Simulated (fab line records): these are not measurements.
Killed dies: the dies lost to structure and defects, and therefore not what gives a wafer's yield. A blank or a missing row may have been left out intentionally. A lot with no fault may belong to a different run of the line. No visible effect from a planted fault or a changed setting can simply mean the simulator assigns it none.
Matching of chambers || flow n5 finfet || N5_BEOL_M10_ETCH_65 on rie diel-01 has 4 sister chambers
The step etches SiARC in CF4, target depth 39 nm, time 65 s. 8 wafers are shown with their chamber, then 8 later ones without.

== EACH WAFER AND ITS CHAMBER ==
{"wafer": "L078.4", "chamber": 1, "drypump motor current A (A)": 5.6, "throttle valve pct (%)": 15.87}
{"wafer": "L080.3", "chamber": 1, "drypump motor current A (A)": 5.6, "throttle valve pct (%)": 15.86}
{"wafer": "L080.5", "chamber": 3, "drypump motor current A (A)": 5.1, "throttle valve pct (%)": 15.94}
{"wafer": "L083.3", "chamber": 3, "drypump motor current A (A)": 5.2, "throttle valve pct (%)": 15.99}
{"wafer": "L083.5", "chamber": 0, "drypump motor current A (A)": 6.5, "throttle valve pct (%)": 15.61}
{"wafer": "L087.4", "chamber": 0, "drypump motor current A (A)": 6.5, "throttle valve pct (%)": 15.62}
{"wafer": "L087.6", "chamber": 2, "drypump motor current A (A)": 5.0, "throttle valve pct (%)": 15.26}
{"wafer": "L091.1", "chamber": 2, "drypump motor current A (A)": 5.0, "throttle valve pct (%)": 15.29}

== WAFERS MISSING THEIR CHAMBER ==
{"wafer": "L091.3", "drypump motor current A (A)": 5.6, "throttle valve pct (%)": 15.93}
{"wafer": "L091.6", "drypump motor current A (A)": 5.6, "throttle valve pct (%)": 15.95}
{"wafer": "L097.1", "drypump motor current A (A)": 5.2, "throttle valve pct (%)": 16.02}
{"wafer": "L097.2", "drypump motor current A (A)": 5.6, "throttle valve pct (%)": 15.95}
{"wafer": "L097.5", "drypump motor current A (A)": 5.6, "throttle valve pct (%)": 15.94}
{"wafer": "L095.4", "drypump motor current A (A)": 5.2, "throttle valve pct (%)": 16.02}
{"wafer": "L095.5", "drypump motor current A (A)": 5.7, "throttle valve pct (%)": 15.95}
{"wafer": "L095.6", "drypump motor current A (A)": 5.0, "throttle valve pct (%)": 15.30}

== WHICH CHAMBER EACH WENT THROUGH ==
{"wafer": "L091.3", "from the rows above": 1, "in truth": 1}
{"wafer": "L091.6", "from the rows above": 1, "in truth": 1}
{"wafer": "L097.1", "from the rows above": 3, "in truth": 3}
{"wafer": "L097.2", "from the rows above": 1, "in truth": 1}
{"wafer": "L097.5", "from the rows above": 1, "in truth": 1}
{"wafer": "L095.4", "from the rows above": 3, "in truth": 3}
{"wafer": "L095.5", "from the rows above": 1, "in truth": 1}
{"wafer": "L095.6", "from the rows above": 2, "in truth": 2}
8 of 8 placed correctly. From these rows, 0 cannot be placed. Number placed wrongly: 0.
How it was worked out, from the rows above alone: a wafer's distance from a chamber is the root of the sum, over the readings, of the square of ((its reading less the chamber's mean) divided by the reading's scatter). The wafer belongs to the nearest chamber; if the next one is less than 2 further off, it can't be placed. The mean given for a chamber averages the wafers shown for that chamber. How the scatter is found: for the shown wafers, subtract from each reading the mean of its chamber, square and add these, divide the total by (wafers less chambers), then take the root.
